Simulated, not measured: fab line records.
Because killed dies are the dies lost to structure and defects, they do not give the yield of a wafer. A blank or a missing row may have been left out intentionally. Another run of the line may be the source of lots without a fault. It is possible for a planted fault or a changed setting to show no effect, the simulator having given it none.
fab line records | flow nandHarc | part 1 of 2: steps 1 to 25 of 31
record: lots: 5 | wafers: 15 | lastDay: 26
route steps=1159 shown A_CONTACT@875
lots that met no fault: taken from a fault-free run of the same line
startH: the number of hours between the record's first day and the start of the first shown wafer of the lot | waitH: hours from the lot's prior step to this one | " repeats the value in the row above | L1.1+2: a single row standing in for several wafers | - either no value or no given start | * or withheld: withheld | < > ~ a bound
route shown NAME@n: names a module that has steps shown in the file, with the first one's number in the route | usual: mean/standard deviation taken from wafers without a fault | same: alike in all rows | chamber/n: place in a boat | sites: each site's reading | _std_site: standard deviation of those values | _edge_site: outer sites' mean less inner sites' | radiusMm: how far each site lies from the wafer's centre | mask NAME#n: copy n | behind: the most recent tool/chamber to have shaped the wafer | hold: why the lot was held/for how many hours/how that ended | device: whichever transistor did not switch (one of n, p or np) | end of line: the tests these same wafers got at the end of their route | a step given without rows: its recipe and nothing more | killed: at the first sort, the dies lost to defects and structure; wafer yield is something else | map: a wafer's dies, marking killed ones x, the rest . and places with no die _
set.NAME: the setting the step ran with; set.NAME@STEP: the setting that earlier step ran with | model.NAME: the simulator's own value behind a step, which no gauge read
a table for each step, a row for each wafer; lots at some steps of the route
services: a tool's chamber out of use, with start hour (startH, from the record's first day; less than 0 if before it), hours out, and reason
== steps ==
step: NHARC_A_CONTACT_ETCH_90
recipe: targetDepthA: 400 | overEtchFrac: 0.5 | timeS: 85.7 | ionEnergyEv: 120 | ch3fFlowSccm: 50 | o2FlowSccm: 30 | arFlowSccm: 200 | rfW: 500 | biasW: 100 | chemistry: CH3F/O2
usual: drypumpMotorCurrentA: 5.7/0.49 | oesProductAu: 0.96/0.037 | rfVppV: 244.5/2 | showerheadPlenumPTorr: 2.46/0.12 | throttleValvePct: 20.663/0.0097
lot.wafer | tool       | chamber | startH | waitH | drypumpMotorCurrentA | oesProductAu | rfHoursCounterH | rfVppV | showerheadPlenumPTorr | throttleValvePct
L074.2    | rieDiel-08 | 0       | 389.27 | 0.7   | 5.7                  | 1.00         | 27              | 246.9  | 2.65                  | 20.653
L074.1    | "          | 1       | "      | "     | 5.4                  | 1.00         | 23              | 247.1  | 2.52                  | 20.655
L074.6    | "          | 0       | "      | "     | 5.7                  | 1.01         | -               | 248.2  | 2.65                  | 20.671
L083.3    | rieDiel-08 | 2       | 438.41 | 0.4   | 4.9                  | 0.93         | 51              | 245.4  | 2.56                  | 20.662
L083.1    | "          | 3       | "      | "     | 5.1                  | 0.92         | 44              | 241.6  | 2.35                  | 20.648
L083.6    | "          | 1       | "      | "     | 5.4                  | 0.93         | -               | 244.9  | 2.51                  | 20.647
L095.3    | rieDiel-13 | 3       | 511.55 | 0.4   | 5.6                  | 0.95         | 8               | 246.3  | 2.54                  | 20.653
L095.2    | "          | 0       | "      | "     | 5.1                  | 0.97         | 8               | 242.9  | 2.33                  | 20.663
L095.6    | "          | 2       | "      | "     | 6.2                  | 0.97         | -               | 247.4  | 2.66                  | 20.669
L094.4    | rieDiel-13 | 1       | 513.82 | 0.4   | 6.1                  | 1.02         | 8               | 245.2  | 2.48                  | 20.668
L094.6    | "          | 0       | "      | "     | 5.1                  | 1.02         | -               | 242.6  | 2.33                  | 20.652
L094.5    | "          | 1       | "      | "     | 6.1                  | 0.99         | -               | 244.7  | 2.48                  | 20.647
L097.1    | rieDiel-13 | 3       | 528.65 | 0.7   | 5.6                  | 0.93         | 14              | 244.3  | 2.54                  | 20.659
L097.4    | "          | 2       | "      | "     | 6.2                  | 0.93         | -               | 247.1  | 2.66                  | 20.671
L097.6    | "          | 3       | "      | "     | 5.6                  | 0.92         | -               | 246.6  | 2.54                  | 20.670
step: NHARC_A_CONTACT_ETCH_96
recipe: targetDepthA: 200 | overEtchFrac: 0.5 | timeS: 10 | ionEnergyEv: 250 | c4f6FlowSccm: 25 | o2FlowSccm: 20 | arFlowSccm: 500 | rfW: 600 | biasW: 500 | chemistry: C4F6/O2
usual: drypumpMotorCurrentA: 5.6/0.48 | oesProductAu: 0.971/0.027 | rfVppV: 547/3.9 | showerheadPlenumPTorr: 3.93/0.19 | throttleValvePct: 26.903/0.01
lot.wafer | tool       | chamber | startH | waitH | drypumpMotorCurrentA | oesProductAu | rfHoursCounterH | rfVppV | showerheadPlenumPTorr | throttleValvePct
L074.1    | rieDiel-08 | 1       | 389.69 | 0.4   | 5.4                  | 1.010        | 23              | 548    | 4.01                  | 26.895
L074.2    | "          | 2       | "      | "     | 4.8                  | 1.002        | 27              | 551    | 4.09                  | 26.907
L074.6    | "          | 0       | "      | "     | 5.8                  | 1.005        | -               | 554    | 4.21                  | 26.888
L083.1    | rieDiel-08 | 0       | -      | -     | 5.7                  | 0.959        | 51              | 553    | 4.19                  | 26.912
L083.3    | "          | 1       | "      | "     | 5.4                  | 0.966        | 46              | 551    | 4.00                  | 26.914
L083.6    | "          | 1       | "      | "     | 5.4                  | 0.970        | -               | 547    | 4.00                  | 26.895
L095.3    | rieDiel-13 | 0       | -      | -     | 5.1                  | 0.976        | 8               | 544    | 3.73                  | 26.904
L095.2    | "          | 1       | "      | "     | 6.1                  | 0.967        | 7               | 548    | 3.95                  | 26.908
L095.6    | "          | 3       | "      | "     | 5.6                  | 0.973        | -               | 549    | 4.05                  | 26.916
L094.4    | rieDiel-13 | 2       | -      | -     | 6.2                  | 1.014        | 9               | 554    | 4.22                  | 26.904
L094.5    | "          | 2       | "      | "     | 6.2                  | 1.022        | -               | 553    | 4.22                  | 26.906
L094.6    | "          | 3       | "      | "     | 5.6                  | 1.002        | -               | 548    | 4.05                  | 26.907
L097.1    | rieDiel-13 | 2       | 528.94 | 0.3   | 6.2                  | 0.979        | 13              | 553    | 4.22                  | 26.891
L097.4    | "          | 3       | "      | "     | 5.6                  | 0.968        | -               | 549    | 4.05                  | 26.902
L097.6    | "          | 1       | "      | "     | 6.1                  | 0.958        | -               | 547    | 3.95                  | 26.887
step: NHARC_A_CONTACT_CD_MEAS_53
usual: cdNm: 189.4/0.63
lot.wafer | tool     | chamber | startH | waitH | cdNm
L074.1    | cdSem-01 | -       | 389.77 | -     | 189.7
L074.2    | "        | -       | "      | "     | 190.0
L074.6    | "        | -       | "      | "     | 190.0
L083.1    | cdSem-02 | -       | 438.61 | -     | 188.7
L083.3    | "        | -       | "      | "     | 188.5
L083.6    | "        | -       | "      | "     | 188.3
L095.2    | cdSem-02 | -       | 511.74 | -     | 189.1
L095.3    | "        | -       | "      | "     | 189.0
L095.6    | "        | -       | "      | "     | 189.2
L094.4    | cdSem-01 | -       | 514.39 | -     | 189.8
L094.5    | "        | -       | "      | "     | 189.4
L094.6    | "        | -       | "      | "     | 189.7
L097.1    | cdSem-01 | -       | 529.03 | -     | 189.3
L097.4    | "        | -       | "      | "     | 189.3
L097.6    | "        | -       | "      | "     | 190.0
step: NHARC_A_CONTACT_STRIP_99
recipe: n2FlowSccm: 150 | h2FlowSccm: 150 | arFlowSccm: 0 | biasW: 0 | chemistry: N2/H2
lot.wafer  | tool       | chamber | startH | waitH
L074.1+2+6 | rieDiel-13 | 0,1,0   | 389.85 | 0.1
L083.3+1+6 | rieDiel-11 | 3,1,1   | 438.70 | 0.1
L095.2+3+6 | rieDiel-13 | 3,2,3   | 511.81 | 0.1
L094.4+5+6 | rieDiel-11 | 2,1,2   | 514.47 | 0.1
L097.1+6+4 | rieDiel-13 | 3,1,3   | 529.13 | 0.1
step: NHARC_A_CONTACT_STRIP_100
recipe: cf4FlowSccm: 100 | chf3FlowSccm: 30 | arFlowSccm: 0 | biasW: 0 | chemistry: CF4/CHF3
lot.wafer  | tool       | chamber | startH | waitH
L074.1+2+6 | rieDiel-13 | 2,3,3   | 389.94 | 0.1
L083.1+3+6 | rieDiel-11 | 2,3,3   | 438.81 | 0.1
L095.2+3+6 | rieDiel-13 | 3,0,3   | 511.90 | 0.1
L094.4+5+6 | rieDiel-11 | 1,0,1   | 514.56 | 0.1
L097.1+4+6 | rieDiel-13 | 1,2,1   | 529.22 | 0.1
step: NHARC_A_CONTACT_STRIP_101
recipe: o2FlowSccm: 400 | cosFlowSccm: 20 | arFlowSccm: 0 | biasW: 0 | chemistry: O2/COS
lot.wafer  | tool       | chamber | startH | waitH
L074.1+2+6 | rieDiel-13 | 3,0,0   | 390.00 | 0.1
L083.1+3+6 | rieDiel-11 | 1,2,3   | 438.88 | 0.1
L095.2+3+6 | rieDiel-13 | 3,1,3   | 511.97 | 0.1
L094.4+5+6 | rieDiel-11 | 1,3,0   | 514.62 | 0.1
L097.1+6+4 | rieDiel-13 | 1,2,1   | 529.29 | 0.1
step: NHARC_A_CONTACT_ETCH_102
recipe: targetDepthA: 700 | overetchA: 70 | timeS: 38.5 | ionEnergyEv: 100 | cf4FlowSccm: 80 | o2FlowSccm: 20 | arFlowSccm: 0 | rfW: 300 | biasW: 100 | chemistry: CF4/O2
usual: drypumpMotorCurrentA: 5.6/0.51 | oesProductAu: 0.999/0.0092 | rfVppV: 197.8/1.6 | showerheadPlenumPTorr: 1.33/0.068 | throttleValvePct: 13.397/0.009
lot.wafer | tool       | chamber | startH | waitH | drypumpMotorCurrentA | oesProductAu | rfHoursCounterH | rfVppV | showerheadPlenumPTorr | throttleValvePct
L074.1    | rieDiel-13 | 2       | 390.07 | 0.1   | 6.2                  | 1.011        | 16              | 197.7  | 1.23                  | 13.387
L074.2    | "          | 0       | "      | "     | 5.1                  | 0.995        | 16              | 196.5  | 1.27                  | 13.386
L074.6    | "          | 2       | "      | "     | 6.2                  | 1.010        | -               | 196.0  | 1.23                  | 13.392
L083.3    | rieDiel-11 | 2       | 438.95 | 0.1   | 6.1                  | 0.986        | 26              | 196.4  | 1.31                  | 13.422
L083.1    | "          | 3       | "      | "     | 4.8                  | 0.991        | 28              | 196.6  | 1.26                  | 13.392
L083.6    | "          | 1       | "      | "     | 6.4                  | 0.998        | -               | 198.7  | 1.30                  | 13.410
L095.2    | rieDiel-13 | 3       | 512.04 | 0.1   | 5.6                  | 0.992        | 8               | 198.1  | 1.38                  | 13.399
L095.3    | "          | 0       | "      | "     | 5.1                  | 1.015        | 8               | 197.1  | 1.26                  | 13.375
L095.6    | "          | 1       | "      | "     | 6.1                  | 1.001        | -               | 199.1  | 1.35                  | 13.397
L094.4    | rieDiel-11 | 1       | 514.69 | 0.1   | 6.4                  | 0.993        | 56              | 197.3  | 1.29                  | 13.386
L094.5    | "          | 3       | "      | "     | 4.8                  | 0.996        | -               | 195.4  | 1.25                  | 13.394
L094.6    | "          | 0       | "      | "     | 5.9                  | 0.995        | -               | 195.5  | 1.23                  | 13.399
L097.1    | rieDiel-13 | 3       | 529.36 | 0.1   | 5.6                  | 1.003        | 14              | 197.7  | 1.38                  | 13.409
L097.6    | "          | 1       | "      | "     | 6.0                  | 0.998        | -               | 197.3  | 1.34                  | 13.402
L097.4    | "          | 3       | "      | "     | 5.6                  | 1.008        | -               | 198.7  | 1.38                  | 13.406
step: NHARC_A_CONTACT_STRIP_55
recipe: o2FlowSccm: 500 | arFlowSccm: 0 | biasW: 0 | chemistry: O2
usual: drypumpMotorCurrentA: 5.6/0.52 | oesProductAu: 1.001/0.0097 | rfVppV: 57.7/0.86 | showerheadPlenumPTorr: 3.52/0.17 | throttleValvePct: 17.036/0.0096
lot.wafer | tool       | chamber | startH | waitH | drypumpMotorCurrentA | oesProductAu | rfHoursCounterH | rfVppV | showerheadPlenumPTorr | throttleValvePct
L074.2    | rieDiel-13 | 0       | -      | -     | 5.1                  | 0.998        | 16              | 56.9   | 3.36                  | 17.036
L074.1    | "          | 1       | "      | "     | 6.0                  | 0.989        | 16              | 56.9   | 3.57                  | 17.045
L074.6    | "          | 1       | "      | "     | 6.1                  | 0.983        | -               | 57.3   | 3.57                  | 17.044
L083.3    | rieDiel-11 | 2       | -      | -     | 6.0                  | 0.980        | 26              | 57.6   | 3.46                  | 17.041
L083.1    | "          | 3       | "      | "     | 4.8                  | 0.995        | 28              | 57.4   | 3.33                  | 17.043
L083.6    | "          | 1       | "      | "     | 6.4                  | 0.996        | -               | 57.1   | 3.43                  | 17.028
L095.2    | rieDiel-13 | 2       | -      | -     | 6.2                  | 1.018        | 8               | 58.6   | 3.80                  | 17.044
L095.3    | "          | 3       | "      | "     | 5.6                  | 1.002        | 8               | 58.2   | 3.65                  | 17.046
L095.6    | "          | 2       | "      | "     | 6.2                  | 1.019        | -               | 58.0   | 3.80                  | 17.051
L094.4    | rieDiel-11 | 3       | -      | -     | 4.9                  | 1.004        | 57              | 57.2   | 3.32                  | 17.040
L094.6    | "          | 3       | "      | "     | 4.9                  | 0.985        | -               | 56.5   | 3.31                  | 17.032
L094.5    | "          | 0       | "      | "     | 5.9                  | 1.010        | -               | 58.6   | 3.27                  | 17.046
L097.1    | rieDiel-13 | 3       | -      | -     | 5.6                  | 0.994        | 14              | 57.5   | 3.64                  | 17.042
L097.6    | "          | 2       | "      | "     | 6.2                  | 1.004        | -               | 59.6   | 3.80                  | 17.034
L097.4    | "          | 3       | "      | "     | 5.6                  | 0.989        | -               | 58.4   | 3.64                  | 17.031
step: NHARC_A_CONTACT_STRIP_56
recipe: timeS: 600 | tempC: 30 | chemistry: postEtchResidueRemover
lot.wafer  | tool        | chamber | startH | waitH
L074.6+1+2 | wetBench-03 | 7,1,4   | 390.51 | -
L083.3+1+6 | wetBench-02 | 5,6,7   | 439.40 | -
L095.2+3+6 | wetBench-03 | 3,5,6   | 512.41 | -
L094.5+6+4 | wetBench-02 | 5,6,7   | 515.06 | -
L097.1+6+4 | wetBench-04 | 7,0,1   | 529.82 | -
step: NHARC_A_CONTACT_DEP_57
recipe: targetThkA: 28000 | tempC: 400 | material: aC
usual: throttleValvePct: 35.001/0.0097
lot.wafer | tool      | chamber | startH | waitH | throttleValvePct
L074.1    | aclDep-01 | 0       | 392.76 | -     | 34.990
L074.2    | "         | 0       | "      | "     | 34.986
L074.6    | "         | 0       | 394.20 | -     | 34.994
L083.1    | aclDep-03 | 0       | 441.58 | -     | 34.994
L083.3    | "         | 0       | "      | "     | 35.002
L083.6    | "         | 0       | "      | "     | 35.011
L095.2    | aclDep-03 | 0       | 512.98 | -     | 34.995
L095.3    | "         | 0       | "      | "     | 35.000
L095.6    | "         | 0       | "      | "     | 34.979
L094.4    | aclDep-03 | 0       | 516.19 | -     | 35.003
L094.5    | "         | 0       | "      | "     | 34.994
L094.6    | "         | 0       | "      | "     | 34.998
L097.1    | aclDep-02 | 0       | 530.97 | -     | 35.004
L097.4    | "         | 0       | "      | "     | 35.003
L097.6    | "         | 0       | "      | "     | 34.997
step: NHARC_A_CONTACT_DEP_58
recipe: targetThkA: 600 | targetThkNm: 60 | tempC: 400 | pressureTorr: 3.5 | flowSccm: 200 | rfW: 350 | material: SiON
usual: heaterPowerW: 735/100
lot.wafer | tool     | chamber | startH | waitH | heaterPowerW
L074.2    | pecvd-02 | 0       | 394.54 | 1.2   | 734
L074.1    | "        | 1       | "      | "     | 596
L074.6    | "        | 0       | "      | "     | 698
L083.1    | pecvd-02 | 2       | 443.35 | 1.5   | 847
L083.3    | "        | 0       | "      | "     | 745
L083.6    | "        | 0       | "      | "     | 765
L095.2    | pecvd-01 | 2       | 514.47 | 1.2   | 805
L095.3    | "        | 1       | "      | "     | 811
L095.6    | "        | 1       | "      | "     | 788
L094.5    | pecvd-01 | 2       | 517.16 | 0.4   | 841
L094.6    | "        | 0       | "      | "     | 870
L094.4    | "        | 1       | "      | "     | 705
L097.1    | pecvd-02 | 1       | 532.73 | 1.5   | 579
L097.4    | "        | 0       | "      | "     | 667
L097.6    | "        | 1       | "      | "     | 581
step: NHARC_A_CONTACT_DEHYDRATE_59
recipe: tempC: 150 | timeS: 120
usual: plateTempC: 150.00/0.14
lot.wafer | tool          | chamber | startH | waitH | plateTempC
L074.1    | lithoTrack-04 | 0       | 394.78 | 0.2   | 150.03
L074.2    | "             | 0       | "      | "     | 150.05
L074.6    | "             | 0       | "      | "     | 149.93
L083.1    | lithoTrack-06 | 0       | 443.59 | 0.2   | 149.95
L083.3    | "             | 0       | "      | "     | 149.77
L083.6    | "             | 0       | "      | "     | 149.89
L095.2    | lithoTrack-01 | 0       | 514.74 | 0.2   | 150.14
L095.3    | "             | 0       | "      | "     | 149.97
L095.6    | "             | 0       | "      | "     | 149.92
L094.4    | lithoTrack-01 | 0       | 517.35 | 0.1   | 150.04
L094.5    | "             | 0       | "      | "     | 149.98
L094.6    | "             | 0       | "      | "     | 149.96
L097.1    | lithoTrack-04 | 0       | 532.97 | 0.2   | 150.07
L097.4    | "             | 0       | "      | "     | 149.89
L097.6    | "             | 0       | "      | "     | 149.93
step: NHARC_A_CONTACT_HMDS_60
recipe: timeS: 30
lot.wafer  | tool          | chamber | startH | waitH
L074.1+2+6 | lithoTrack-04 | 0       | -      | -
L083.1+3+6 | lithoTrack-06 | 0       | -      | -
L095.2+3+6 | lithoTrack-01 | 0       | -      | -
L094.4+5+6 | lithoTrack-01 | 0       | -      | -
L097.1+4+6 | lithoTrack-04 | 0       | -      | -
step: NHARC_A_CONTACT_COAT_61
recipe: tempC: 260 | timeS: 75
usual: plateTempC: 259.99/0.2
lot.wafer | tool          | chamber | startH | waitH | plateTempC
L074.1    | lithoTrack-04 | 0       | -      | -     | 259.86
L074.2    | "             | 0       | "      | "     | 259.81
L074.6    | "             | 0       | "      | "     | 259.91
L083.1    | lithoTrack-06 | 0       | -      | -     | 259.96
L083.3    | "             | 0       | "      | "     | 260.03
L083.6    | "             | 0       | "      | "     | 259.76
L095.2    | lithoTrack-01 | 0       | -      | -     | 259.53
L095.3    | "             | 0       | "      | "     | 259.70
L095.6    | "             | 0       | "      | "     | 259.57
L094.4    | lithoTrack-01 | 0       | -      | -     | 259.89
L094.5    | "             | 0       | "      | "     | 260.06
L094.6    | "             | 0       | "      | "     | 260.16
L097.1    | lithoTrack-04 | 0       | -      | -     | 259.64
L097.4    | "             | 0       | "      | "     | 259.71
L097.6    | "             | 0       | "      | "     | 259.89
step: NHARC_A_CONTACT_COAT_62
recipe: tempC: 225 | timeS: 65
usual: plateTempC: 225.01/0.17
lot.wafer | tool          | chamber | startH | waitH | plateTempC
L074.1    | lithoTrack-04 | 0       | -      | -     | 225.15
L074.2    | "             | 0       | "      | "     | 225.23
L074.6    | "             | 0       | "      | "     | 225.08
L083.1    | lithoTrack-06 | 0       | -      | -     | 224.74
L083.3    | "             | 0       | "      | "     | 224.86
L083.6    | "             | 0       | "      | "     | 224.71
L095.2    | lithoTrack-01 | 0       | -      | -     | 225.18
L095.3    | "             | 0       | "      | "     | 225.29
L095.6    | "             | 0       | "      | "     | 225.20
L094.4    | lithoTrack-01 | 0       | -      | -     | 224.90
L094.5    | "             | 0       | "      | "     | 224.73
L094.6    | "             | 0       | "      | "     | 224.88
L097.1    | lithoTrack-04 | 0       | -      | -     | 225.05
L097.4    | "             | 0       | "      | "     | 225.15
L097.6    | "             | 0       | "      | "     | 225.00
step: NHARC_A_CONTACT_COAT_63
recipe: spinRpm: 1500 | resistThkNm: 90
lot.wafer  | tool          | chamber | startH | waitH
L074.1+2+6 | lithoTrack-04 | 0       | -      | -
L083.1+3+6 | lithoTrack-06 | 0       | -      | -
L095.2+3+6 | lithoTrack-01 | 0       | -      | -
L094.4+5+6 | lithoTrack-01 | 0       | -      | -
L097.1+4+6 | lithoTrack-04 | 0       | -      | -
step: NHARC_A_CONTACT_SOFTBAKE_64
recipe: tempC: 105 | timeS: 55
usual: plateTempC: 104.97/0.14
lot.wafer | tool          | chamber | startH | waitH | plateTempC
L074.1    | lithoTrack-04 | 0       | -      | -     | 105.18
L074.2    | "             | 0       | "      | "     | 104.86
L074.6    | "             | 0       | "      | "     | 104.89
L083.1    | lithoTrack-06 | 0       | -      | -     | 104.92
L083.3    | "             | 0       | "      | "     | 104.82
L083.6    | "             | 0       | "      | "     | 104.83
L095.2    | lithoTrack-01 | 0       | -      | -     | 104.93
L095.3    | "             | 0       | "      | "     | 104.65
L095.6    | "             | 0       | "      | "     | 104.96
L094.4    | lithoTrack-01 | 0       | -      | -     | 105.11
L094.5    | "             | 0       | "      | "     | 105.01
L094.6    | "             | 0       | "      | "     | 105.11
L097.1    | lithoTrack-04 | 0       | -      | -     | 104.98
L097.4    | "             | 0       | "      | "     | 105.09
L097.6    | "             | 0       | "      | "     | 104.94
step: NHARC_A_CONTACT_EBR_65
lot.wafer  | tool          | chamber | startH | waitH
L074.1+2+6 | lithoTrack-04 | 0       | -      | -
L083.1+3+6 | lithoTrack-06 | 0       | -      | -
L095.2+3+6 | lithoTrack-01 | 0       | -      | -
L094.4+5+6 | lithoTrack-01 | 0       | -      | -
L097.1+4+6 | lithoTrack-04 | 0       | -      | -
step: NHARC_A_CONTACT_EXPOSE_66
recipe: na: 1.35 | sigmaOuter: 0.8 | doseMj: 59.02 | maskId: A_CC_2
usual: focusOffsetNm: 0.0/0.49
lot.wafer | tool           | chamber | startH | waitH | mask     | focusOffsetNm
L074.1    | arfiScanner-01 | 0       | 395.09 | -     | A_CC_2#0 | 0.4
L074.2    | "              | 0       | "      | "     | A_CC_2#0 | 0.0
L074.6    | "              | 0       | "      | "     | A_CC_2#0 | -0.4
L083.1    | arfiScanner-01 | 0       | 443.90 | -     | A_CC_2#0 | -0.6
L083.3    | "              | 0       | "      | "     | A_CC_2#0 | -0.7
L083.6    | "              | 0       | "      | "     | A_CC_2#0 | 0.2
L095.2    | arfiScanner-02 | 0       | 515.05 | -     | A_CC_2#0 | 0.8
L095.3    | "              | 0       | "      | "     | A_CC_2#0 | -0.1
L095.6    | "              | 0       | "      | "     | A_CC_2#0 | 0.8
L094.4    | arfiScanner-02 | 0       | 517.55 | -     | A_CC_2#0 | -0.7
L094.5    | "              | 0       | "      | "     | A_CC_2#0 | 0.2
L094.6    | "              | 0       | "      | "     | A_CC_2#0 | -0.9
L097.1    | arfiScanner-02 | 0       | 533.28 | -     | A_CC_2#0 | -0.2
L097.4    | "              | 0       | "      | "     | A_CC_2#0 | -0.3
L097.6    | "              | 0       | "      | "     | A_CC_2#0 | -0.5
step: NHARC_A_CONTACT_PEB_67
recipe: pebTempC: 100 | pebTimeS: 65
usual: plateTempC: 99.93/0.13
lot.wafer | tool          | chamber | startH | waitH | plateTempC
L074.1    | lithoTrack-01 | 0       | 395.15 | 0.1   | 99.95
L074.2    | "             | 0       | "      | "     | 99.76
L074.6    | "             | 0       | "      | "     | 99.98
L083.1    | lithoTrack-04 | 0       | 443.96 | 0.1   | 99.83
L083.3    | "             | 0       | "      | "     | 99.90
L083.6    | "             | 0       | "      | "     | 99.90
L095.2    | lithoTrack-06 | 0       | 515.11 | 0.1   | 99.82
L095.3    | "             | 0       | "      | "     | 99.68
L095.6    | "             | 0       | "      | "     | 99.87
L094.4    | lithoTrack-06 | 0       | 517.60 | 0.0   | 99.91
L094.5    | "             | 0       | "      | "     | 100.18
L094.6    | "             | 0       | "      | "     | 100.01
L097.1    | lithoTrack-01 | 0       | 533.35 | 0.1   | 100.04
L097.4    | "             | 0       | "      | "     | 99.88
L097.6    | "             | 0       | "      | "     | 99.78
step: NHARC_A_CONTACT_DEVELOP_68
recipe: developTimeS: 35 | devTempC: 23
lot.wafer  | tool          | chamber | startH | waitH
L074.1+2+6 | lithoTrack-01 | 0       | -      | -
L083.1+3+6 | lithoTrack-04 | 0       | -      | -
L095.2+3+6 | lithoTrack-06 | 0       | -      | -
L094.4+5+6 | lithoTrack-06 | 0       | -      | -
L097.1+4+6 | lithoTrack-01 | 0       | -      | -
step: NHARC_A_CONTACT_CD_MEAS_69
recipe: targetCdNm: 200 | landingEnergyEv: 500
usual: cdNm: 200.2/0.55
lot.wafer | tool     | chamber | startH | waitH | cdNm
L074.1    | cdSem-02 | 0       | 395.23 | -     | 200.4
L074.2    | "        | 0       | "      | "     | 199.5
L074.6    | "        | 0       | "      | "     | 199.7
L083.1    | cdSem-02 | 0       | 444.05 | -     | 200.3
L083.3    | "        | 0       | "      | "     | 200.5
L083.6    | "        | 0       | "      | "     | 200.0
L095.2    | cdSem-02 | 0       | 515.19 | -     | 201.1
L095.3    | "        | 0       | "      | "     | 200.0
L095.6    | "        | 0       | "      | "     | 200.2
L094.4    | cdSem-02 | 0       | 517.68 | -     | 200.7
L094.5    | "        | 0       | "      | "     | 200.1
L094.6    | "        | 0       | "      | "     | 200.5
L097.1    | cdSem-03 | 0       | 533.42 | -     | 200.4
L097.4    | "        | 0       | "      | "     | 199.9
L097.6    | "        | 0       | "      | "     | 199.3
step: NHARC_A_CONTACT_OVL_MEAS_70
usual: overlayXNm: -0.3/0.85 | overlayYNm: -0.1/0.84
lot.wafer | tool       | chamber | startH | waitH | overlayXNm | overlayYNm
L074.1    | overlay-01 | -       | 395.32 | -     | 1.2        | -1.6
L074.2    | "          | -       | "      | "     | 0.9        | -0.7
L074.6    | "          | -       | "      | "     | 1.4        | -1.4
L083.1    | overlay-02 | -       | 444.14 | -     | -1.3       | 0.6
L083.3    | "          | -       | "      | "     | -1.7       | 0.9
L083.6    | "          | -       | "      | "     | -0.9       | 0.2
L095.2    | overlay-02 | -       | 515.28 | -     | -1.1       | 1.2
L095.3    | "          | -       | "      | "     | -0.5       | 1.2
L095.6    | "          | -       | "      | "     | -0.5       | 1.3
L094.4    | overlay-01 | -       | 517.76 | -     | -0.7       | -0.5
L094.5    | "          | -       | "      | "     | -1.4       | -0.2
L094.6    | "          | -       | "      | "     | -1.3       | -0.8
L097.1    | overlay-01 | -       | 533.51 | -     | 0.6        | 0.7
L097.4    | "          | -       | "      | "     | 0.5        | 0.4
L097.6    | "          | -       | "      | "     | 0.9        | 0.6
step: NHARC_A_CONTACT_INSPECT_71
usual: rawDefectCount: 26/14
lot.wafer | tool             | chamber | startH | waitH | rawDefectCount
L074.1    | defectInspect-01 | -       | 395.36 | 0.0   | 22
L074.2    | "                | -       | "      | "     | 21
L074.6    | "                | -       | "      | "     | 32
L083.1    | defectInspect-02 | -       | 444.17 | 0.0   | 10
L083.3    | "                | -       | "      | "     | 18
L083.6    | "                | -       | "      | "     | 18
L095.2    | defectInspect-01 | -       | 515.31 | 0.0   | 13
L095.3    | "                | -       | "      | "     | 15
L095.6    | "                | -       | "      | "     | 17
L094.4    | defectInspect-02 | -       | 517.80 | 0.0   | 11
L094.5    | "                | -       | "      | "     | 7
L094.6    | "                | -       | "      | "     | 13
L097.1    | defectInspect-01 | -       | 533.55 | 0.0   | 50
L097.4    | "                | -       | "      | "     | 40
L097.6    | "                | -       | "      | "     | 46
step: NHARC_A_CONTACT_DESCUM_74
recipe: timeS: 3 | o2FlowSccm: 200 | arFlowSccm: 0 | biasPowerW: 0 | chemistry: O2
usual: drypumpMotorCurrentA: 5.7/0.48 | oesProductAu: 1.001/0.011 | rfVppV: 57.8/0.98 | showerheadPlenumPTorr: 1.91/0.1 | throttleValvePct: 11.311/0.009
lot.wafer | tool       | chamber | startH | waitH | drypumpMotorCurrentA | oesProductAu | rfHoursCounterH | rfVppV | showerheadPlenumPTorr | throttleValvePct
L074.1    | rieDiel-13 | 1       | 395.44 | 0.1   | 6.0                  | 0.985        | 17              | 57.0   | 1.94                  | 11.311
L074.2    | "          | 2       | "      | "     | 6.2                  | 1.006        | 17              | 57.6   | 1.77                  | 11.307
L074.6    | "          | 0       | "      | "     | 5.1                  | 0.999        | -               | 56.6   | 1.81                  | 11.314
L083.1    | rieDiel-13 | 3       | 444.23 | 0.1   | 5.6                  | 0.991        | 29              | 56.8   | 1.99                  | 11.304
L083.3    | "          | 2       | "      | "     | 6.2                  | 1.004        | 29              | 58.3   | 1.76                  | 11.319
L083.6    | "          | 0       | "      | "     | 5.1                  | 0.996        | -               | 57.0   | 1.81                  | 11.304
L095.3    | rieDiel-08 | 2       | 515.38 | 0.1   | 4.9                  | 1.010        | 9               | 58.8   | 1.99                  | 11.302
L095.2    | "          | 3       | "      | "     | 5.1                  | 1.008        | 9               | 57.8   | 1.82                  | 11.303
L095.6    | "          | 1       | "      | "     | 5.4                  | 1.000        | -               | 57.9   | 1.95                  | 11.311
L094.4    | rieDiel-11 | 3       | 517.88 | 0.1   | 4.8                  | 0.995        | 58              | 57.3   | 1.79                  | 11.314
L094.6    | "          | 0       | "      | "     | 5.9                  | 1.009        | -               | 56.1   | 1.76                  | 11.309
L094.5    | "          | 1       | "      | "     | 6.4                  | 0.986        | -               | 58.1   | 1.85                  | 11.313
L097.4    | rieDiel-13 | 1       | 533.61 | 0.1   | 6.0                  | 1.005        | 14              | 57.6   | 1.93                  | 11.314
L097.1    | "          | 3       | "      | "     | 5.6                  | 1.001        | 15              | 58.7   | 1.98                  | 11.311
L097.6    | "          | 1       | "      | "     | 6.0                  | 0.995        | -               | 57.4   | 1.93                  | 11.306
